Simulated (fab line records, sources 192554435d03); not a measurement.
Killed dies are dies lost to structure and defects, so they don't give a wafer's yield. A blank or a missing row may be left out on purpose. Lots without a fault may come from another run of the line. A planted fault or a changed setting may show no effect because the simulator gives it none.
fab line records | flow n5_finfet | part 2 of 2: steps 6 to 6 of 6
record lots=8 wafers=24 last_day=18
route steps=1938 shown HKMG_FIN@419 BEOL_M4@1111 PASSIVATION@1936
lots that met no fault: from a run of the same line without faults
start_h: hours from the record's first day to the start of the lot's first wafer shown | wait_h: hours since the lot's step before | " the same as in the row above | L1.1+2: a row that stands for several wafers | - no value, or no start given | * or withheld: withheld | < > ~ a bound
route shown NAME@n: a module of which the file shows steps, and the number in the route of the first | usual: mean/standard deviation of fault-free wafers | same: alike in all rows | chamber/n: place in a boat | sites: the reading at each site | _std_site: their standard deviation | _edge_site: outer sites' mean less inner sites' | radius_mm: how far each site lies from the wafer's centre | mask NAME#n: copy n | behind: the tool/chamber that last shaped the wafer | hold: why the lot was held/for how many hours/how that ended | device: the transistor (n, p or np) that didn't switch | end of line: the same wafers' tests at the end of the route | a step without rows: its recipe alone | killed: dies lost to structure and defects at the first sort, not the wafer's yield | map: a wafer's dies, x killed, . not, _ none there
set.NAME: the setting as run; set.NAME@STEP: as run at that earlier step | model.NAME: the simulator's own value behind a step, which no gauge read
steps of the route over a sample of lots; a table a step, a row a wafer
services: from which hour (start_h, from the record's first day; less than 0 if before it) a tool's chamber was out of use, for how many hours, and why
## steps
# step N5_PASSIVATION_PROBE_49
# usual defect_limited_yield=91.3/1.7 killed_at_M0_to_M3=33/11 killed_at_M4_up=14/5.5 killed_at_contacts=13/6.5 killed_at_front_end=39/13 killed_at_other=3.4/2.9 killed_dies=103/20 killed_open=69/15 killed_short=32/8.1 sort_bin_4_leakage=0/0 sort_bin_5_function=5.1/1.1 sort_bin_6_memory=3.3/0.74 sort_bin_8_speed=0.00/0.014 sort_n_pass=1077/20 sort_yield_pct=91.3/1.7
# same gross_dies=1180 killed_at_back_side=0
# columns lot.wafer tool chamber start_h wait_h defect_limited_yield[%] killed_at_M0_to_M3 killed_at_M4_up killed_at_contacts killed_at_front_end killed_at_other killed_dies killed_open killed_short sort_bin_4_leakage[%] sort_bin_5_function[%] sort_bin_6_memory[%] sort_bin_8_speed[%] sort_n_pass sort_yield_pct[%]
L174.2 prober-02 - 282.12 0.1 92.7 23 14 16 33 0 86 62 23 0 4.6 2.4 0 1094 92.7
L174.5 prober-02 - 282.27 0.2 91.3 34 12 15 42 0 103 72 31 0 5.3 3.1 0 1077 91.3
L174.6 prober-02 - 282.32 0.3 93.1 31 12 10 27 2 82 50 30 0 4.7 2.1 0 1098 93.1
L172.2 prober-01 - 282.57 0.1 89.7 34 17 12 54 4 121 86 32 0 6.2 3.4 0 1059 89.7
L172.3 prober-01 - 282.62 0.1 85.3 44 19 11 94 5 173 124 48 0 9.3 5.0 0 1007 85.3
L172.6 prober-01 - 282.77 0.3 89.8 24 12 10 73 1 120 78 42 0 6.0 3.8 0 1060 89.8
L173.1 prober-02 - 287.08 0.0 88.8 51 16 11 50 4 132 93 39 0 6.9 4.1 0 1048 88.8
L173.3 prober-02 - 287.18 0.1 88.5 31 18 20 60 7 136 91 39 0 6.7 3.7 0 1044 88.5
L173.5 prober-02 - 287.28 0.2 90.0 48 20 12 26 12 118 82 35 0 5.7 3.7 0 1062 90.0
L178.1 prober-02 - 314.53 0.0 94.2 23 25 0 20 1 69 51 18 0 3.0 2.7 0 1111 94.2
L178.4 prober-02 - 314.68 0.2 94.8 26 10 3 19 3 61 41 19 0 2.9 2.0 0 1119 94.8
L178.5 prober-02 - 314.73 0.2 92.7 28 17 2 34 5 86 57 26 0 4.3 2.7 0 1094 92.7
L188.1 prober-01 - 391.80 0.0 92.0 27 17 9 36 5 94 63 28 0 4.9 2.9 0 1086 92.0
L188.3 prober-01 - 391.90 0.1 90.0 35 10 14 57 2 118 64 51 0 5.6 3.8 0 1062 90.0
L188.5 prober-01 - 392.00 0.2 89.5 44 17 22 37 4 124 84 38 0 5.9 4.2 0 1056 89.5
L190.1 prober-02 - 393.78 0.0 92.1 21 17 9 44 2 93 64 28 0 4.5 3.1 0 1087 92.1
L190.2 prober-02 - 393.83 0.1 89.7 35 18 23 42 3 121 75 44 0 5.3 4.6 0 1059 89.7
L190.3 prober-02 - 393.88 0.1 91.5 29 13 20 34 4 100 72 27 3.22 4.7 3.4 87.29 12 1.0
L192.3 prober-02 - 423.97 0.5 90.6 22 29 26 34 0 111 79 32 0.42 5.5 3.7 90.17 0 0
L192.5 prober-02 - 424.07 0.6 89.6 29 23 20 46 5 123 82 36 0 5.6 4.2 0 1057 89.6
L192.6 prober-02 - 424.12 0.6 91.6 21 17 17 41 3 99 71 27 0 4.9 3.4 91.61 0 0
L194.1 prober-02 - 438.29 0.0 92.2 28 11 11 40 2 92 63 28 0 4.5 3.0 0 1088 92.2
L194.4 prober-02 - 438.44 0.2 92.6 21 9 24 32 1 87 62 22 0 4.5 2.7 0 1093 92.6
L194.5 prober-02 - 438.49 0.2 91.5 43 9 13 34 1 100 68 28 0 5.0 3.3 0 1080 91.5
# killed by level:class
L174.2 MOL_CONTACT_COAG:geometric_particle:open=14 BEOL_M4:geometric_particle:open=7 STI_FIN_REVEAL:geometric_particle:open=6 BEOL_M1:geometric_particle:open=6 FIN_SAQP:geometric_particle:open=5 BEOL_M0_SAQP:geometric_particle:short=4 FIN_SAQP:geometric_particle:short=3 DUMMY_GATE:geometric_particle:open=3
L174.5 STI_FIN_REVEAL:geometric_particle:open=16 MOL_CONTACT_COAG:geometric_particle:open=13 BEOL_M0_SAQP:geometric_particle:short=10 BEOL_M0_SAQP:geometric_particle:open=8 FIN_SAQP:geometric_particle:open=6 GATE_CUT:geometric_particle:short=6 BEOL_M2:geometric_particle:open=5 DUMMY_GATE:geometric_particle:open=4
L174.6 FIN_SAQP:geometric_particle:short=7 BEOL_M2:geometric_particle:open=7 MOL_CONTACT_COAG:geometric_particle:open=6 BEOL_M0_SAQP:geometric_particle:short=6 DUMMY_GATE:geometric_particle:open=5 BEOL_M0:geometric_particle:open=5 BEOL_M4:geometric_particle:open=5 STI_FIN_REVEAL:geometric_particle:open=4
L172.2 STI_FIN_REVEAL:geometric_particle:open=18 BEOL_M2:geometric_particle:open=12 MOL_CONTACT_COAG:geometric_particle:open=9 FIN_SAQP:geometric_particle:open=7 FIN_SAQP:geometric_particle:short=7 BEOL_M6:geometric_particle:open=7 DUMMY_GATE:geometric_particle:open=4 BEOL_M3:geometric_particle:open=4
L172.3 STI_FIN_REVEAL:geometric_particle:open=42 FIN_SAQP:geometric_particle:short=17 BEOL_M2:geometric_particle:open=16 FIN_SAQP:geometric_particle:open=14 MOL_CONTACT_COAG:geometric_particle:open=8 BEOL_M0_SAQP:geometric_particle:short=8 BEOL_M0_SAQP:geometric_particle:open=8 BEOL_M4:geometric_particle:open=8
L172.6 STI_FIN_REVEAL:geometric_particle:open=25 FIN_SAQP:geometric_particle:short=11 FIN_SAQP:geometric_particle:open=9 MOL_CONTACT_COAG:geometric_particle:open=9 STI_FIN_REVEAL:geometric_particle:short=6 ILD0:geometric_particle:short=6 BEOL_M1:geometric_particle:open=6 BEOL_M2:geometric_particle:open=6
L173.1 BEOL_M0_SAQP:geometric_particle:open=20 BEOL_M0_SAQP:geometric_particle:short=13 STI_FIN_REVEAL:geometric_particle:open=10 BEOL_M3:geometric_particle:open=10 MOL_CONTACT_COAG:geometric_particle:open=10 BEOL_M4:geometric_particle:open=9 ILD0:geometric_particle:open=8 FIN_SAQP:geometric_particle:short=6
L173.3 MOL_CONTACT_COAG:geometric_particle:open=18 STI_FIN_REVEAL:geometric_particle:open=12 FIN_SAQP:geometric_particle:short=9 BEOL_M4:geometric_particle:open=9 BEOL_M1:geometric_particle:open=9 BEOL_M3:geometric_particle:open=8 FIN_SAQP:geometric_particle:open=7 GATE_CUT:geometric_particle:short=6
L173.5 BEOL_M0_SAQP:geometric_particle:open=13 BEOL_M1:geometric_particle:open=12 BEOL_M0_SAQP:geometric_particle:short=11 MOL_CONTACT_COAG:geometric_particle:open=10 DUMMY_GATE:geometric_particle:open=9 BEOL_M4:geometric_particle:open=6 STI_FIN_REVEAL:geometric_particle:open=5 BEOL_M4:geometric_particle:short=5
L178.1 BEOL_M4:geometric_particle:open=16 BEOL_M3:geometric_particle:open=6 BEOL_M1:geometric_particle:open=4 BEOL_M2:geometric_particle:open=4 FIN_SAQP:geometric_particle:open=3 STI_FIN_REVEAL:geometric_particle:open=3 GATE_CUT:geometric_particle:open=3 BEOL_M0_SAQP:geometric_particle:open=3
L178.4 BEOL_M3:geometric_particle:open=8 BEOL_M2:geometric_particle:open=6 FIN_SAQP:geometric_particle:short=4 STARTING-WAFER:geometric_particle:open=4 BEOL_M4:geometric_particle:open=4 MOL_CONTACT_COAG:geometric_particle:open=3 BEOL_M1:geometric_particle:open=3 BEOL_M3:geometric_particle:short=3
L178.5 BEOL_M4:geometric_particle:open=8 STI_FIN_REVEAL:geometric_particle:open=7 GATE_CUT:geometric_particle:short=6 BEOL_M3:geometric_particle:open=6 BEOL_M1:geometric_particle:open=5 BEOL_M2:geometric_particle:open=4 PAD_METAL:geometric_particle:short=4 FIN_SAQP:geometric_particle:open=3
L188.1 BEOL_M2:geometric_particle:open=14 FIN_SAQP:geometric_particle:short=8 MOL_CONTACT_COAG:geometric_particle:open=8 FIN_SAQP:geometric_particle:open=6 STI_FIN_REVEAL:geometric_particle:open=5 BEOL_M4:geometric_particle:open=5 GATE_CUT:geometric_particle:short=4 BEOL_M3:geometric_particle:open=4
L188.3 FIN_SAQP:geometric_particle:short=18 FIN_SAQP:geometric_particle:open=14 MOL_CONTACT_COAG:geometric_particle:open=10 BEOL_M2:geometric_particle:open=8 BEOL_M0_SAQP:geometric_particle:short=7 BEOL_M2:geometric_particle:short=6 BEOL_M3:geometric_particle:open=6 STARTING-WAFER:geometric_particle:short=5
L188.5 MOL_CONTACT_COAG:geometric_particle:open=18 BEOL_M2:geometric_particle:open=14 FIN_SAQP:geometric_particle:short=10 BEOL_M0_SAQP:geometric_particle:short=9 BEOL_M3:geometric_particle:open=9 BEOL_M4:geometric_particle:open=7 FIN_SAQP:geometric_particle:open=6 BEOL_M0_SAQP:geometric_particle:open=6
L190.1 FIN_SAQP:geometric_particle:short=10 DUMMY_GATE:geometric_particle:open=10 FIN_SAQP:geometric_particle:open=9 MOL_CONTACT_COAG:geometric_particle:open=7 BEOL_M0_SAQP:geometric_particle:open=7 BEOL_M2:geometric_particle:open=7 BEOL_M4:geometric_particle:open=7 STARTING-WAFER:geometric_particle:short=6
L190.2 MOL_CONTACT_COAG:geometric_particle:open=20 BEOL_M0_SAQP:geometric_particle:short=10 FIN_SAQP:geometric_particle:open=8 FIN_SAQP:geometric_particle:short=8 DUMMY_GATE:geometric_particle:open=8 BEOL_M3:geometric_particle:short=6 BEOL_M2:geometric_particle:open=6 BEOL_M3:geometric_particle:open=5
L190.3 MOL_CONTACT_COAG:geometric_particle:open=18 FIN_SAQP:geometric_particle:open=10 BEOL_M0_SAQP:geometric_particle:short=7 BEOL_M2:geometric_particle:open=7 FIN_SAQP:geometric_particle:short=5 BEOL_M0_SAQP:geometric_particle:open=5 BEOL_M3:geometric_particle:open=5 BEOL_M4:geometric_particle:open=5
L192.3 MOL_CONTACT_COAG:geometric_particle:open=20 BEOL_M4:geometric_particle:open=15 BEOL_M2:geometric_particle:open=7 DUMMY_GATE:geometric_particle:open=6 MOL_CONTACT_COAG:geometric_particle:short=6 FIN_SAQP:geometric_particle:short=5 STI_FIN_REVEAL:geometric_particle:open=5 BEOL_M1:geometric_particle:open=5
L192.5 MOL_CONTACT_COAG:geometric_particle:open=17 BEOL_M4:geometric_particle:open=12 STI_FIN_REVEAL:geometric_particle:open=10 BEOL_M1:geometric_particle:open=8 FIN_SAQP:geometric_particle:short=6 FIN_SAQP:geometric_particle:open=6 BEOL_M2:geometric_particle:open=5 HKMG_FIN:area_etch=5
L192.6 MOL_CONTACT_COAG:geometric_particle:open=11 STI_FIN_REVEAL:geometric_particle:open=10 BEOL_M2:geometric_particle:open=7 FIN_SAQP:geometric_particle:open=6 DUMMY_GATE:geometric_particle:open=6 MOL_CONTACT_COAG:geometric_particle:short=6 BEOL_M0_SAQP:geometric_particle:open=6 BEOL_M8:geometric_particle:open=6
L194.1 STI_FIN_REVEAL:geometric_particle:open=14 MOL_CONTACT_COAG:geometric_particle:open=11 BEOL_M0_SAQP:geometric_particle:short=7 BEOL_M3:geometric_particle:open=7 FIN_SAQP:geometric_particle:short=6 FIN_SAQP:geometric_particle:open=5 BEOL_M4:geometric_particle:open=5 ILD0:geometric_particle:open=4
L194.4 MOL_CONTACT_COAG:geometric_particle:open=23 FIN_SAQP:geometric_particle:open=10 FIN_SAQP:geometric_particle:short=9 BEOL_M2:geometric_particle:open=6 BEOL_M0_SAQP:geometric_particle:open=4 BEOL_M0:geometric_particle:open=4 BEOL_M7:geometric_particle:open=3 STI_FIN_REVEAL:geometric_particle:open=2
L194.5 BEOL_M1:geometric_particle:open=19 FIN_SAQP:geometric_particle:open=10 MOL_CONTACT_COAG:geometric_particle:open=8 BEOL_M0_SAQP:geometric_particle:open=6 FIN_SAQP:geometric_particle:short=5 STI_FIN_REVEAL:geometric_particle:open=5 BEOL_M1:geometric_particle:short=5 BEOL_M3:geometric_particle:open=5
## services
# columns tool chamber start_h hours kind
rie_diel-04 1 53.22 - clean
rie_diel-04 1 53.22 - consumable_replace:focus_ring
rie_diel-04 1 53.22 22.4 scheduled_down
rie_diel-04 1 53.22 22.4 vent_cycle
rie_diel-05 3 61.42 - clean
rie_diel-05 3 61.42 - consumable_replace:focus_ring
rie_diel-05 3 61.42 - consumable_replace:showerhead
rie_diel-05 3 61.42 19.8 scheduled_down
rie_diel-02 3 63.35 3.5 repair
ald_metal-01 0 70.26 7.8 repair
rie_diel-02 - 93.56 0.3 repair
ald_metal-01 - 109.13 14.6 pm
ald_metal-01 - 123.82 0.6 repair
ald_metal-02 - 134.17 0.4 repair
ald_metal-04 - 135.80 14.6 pm
ald_metal-02 1 150.83 3.9 repair
ald_metal-04 - 153.92 8.7 pm
rie_diel-04 0 163.15 - clean
rie_diel-04 0 163.15 - consumable_replace:focus_ring
rie_diel-04 0 163.15 21.2 scheduled_down
rie_diel-04 0 163.15 21.2 vent_cycle
rie_diel-04 2 165.46 6.9 repair
ald_metal-01 3 172.43 7.9 repair
ald_metal-04 - 180.21 2.8 pm
## key
first_sign step=N5_HKMG_FIN_ALD_91 reading=ald_cycles direction=up sigmas=99+ usual=* struck=*
effect step=N5_BEOL_M4_RC_MEAS_101 reading=VT_N_LONG direction=up sigmas=24 usual=275.5 struck=316.1
effect step=N5_BEOL_M4_RC_MEAS_101 reading=VT_N direction=up sigmas=14 usual=250.4 struck=291.3
effect step=N5_BEOL_M4_RC_MEAS_101 reading=VT_N_LVT direction=up sigmas=14 usual=99.1 struck=139.0
effect step=N5_BEOL_M4_RC_MEAS_101 reading=IOFF_N_LONG direction=down sigmas=13 usual=5.45e-05 struck=2.68e-05
effect step=N5_BEOL_M4_RC_MEAS_101 reading=ION_N direction=down sigmas=7.6 usual=675 struck=585
effect step=N5_BEOL_M4_RC_MEAS_101 reading=IOFF_P_LIN direction=up sigmas=6.3 usual=0.101 struck=0.191
effect step=N5_BEOL_M4_RC_MEAS_101 reading=IOFF_P_LONG direction=up sigmas=5.6 usual=0.000106 struck=0.000162
effect step=N5_BEOL_M4_RC_MEAS_101 reading=IOFF_P direction=up sigmas=5.6 usual=0.21 struck=0.42
effect step=N5_BEOL_M4_RC_MEAS_101 reading=VT_P_LVT direction=up sigmas=5.5 usual=-99 struck=-82
effect step=N5_BEOL_M4_RC_MEAS_101 reading=VT_P direction=up sigmas=5.2 usual=-250 struck=-232
effect step=N5_BEOL_M4_RC_MEAS_101 reading=IOFF_N_LIN direction=down sigmas=5.2 usual=0.073 struck=0.019
effect step=N5_BEOL_M4_RC_MEAS_101 reading=IOFF_P_85C direction=up sigmas=5.1 usual=3.7 struck=6.4
effect step=N5_PASSIVATION_PROBE_49 reading=sort_bin_8_speed direction=up sigmas=99+ usual=0.00 struck=89.69
met_at N5_HKMG_FIN_ALD_91
struck_lots L190,L192
struck_wafers L190.3,L192.3,L192.6
not_acting_at N5_HKMG_FIN_ALD_36,N5_HKMG_FIN_STRIP_92,N5_HKMG_FIN_ETCH_86
onset_between 89.71 197.93
fault kind=process_parameter_drift tool=ald_metal-04 chamber=- onset_h=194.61 steps=N5_HKMG_FIN_ALD_91 channel=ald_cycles offset=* shape=step end_h=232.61 scope=struck_wafers_only acts_in=* stated=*
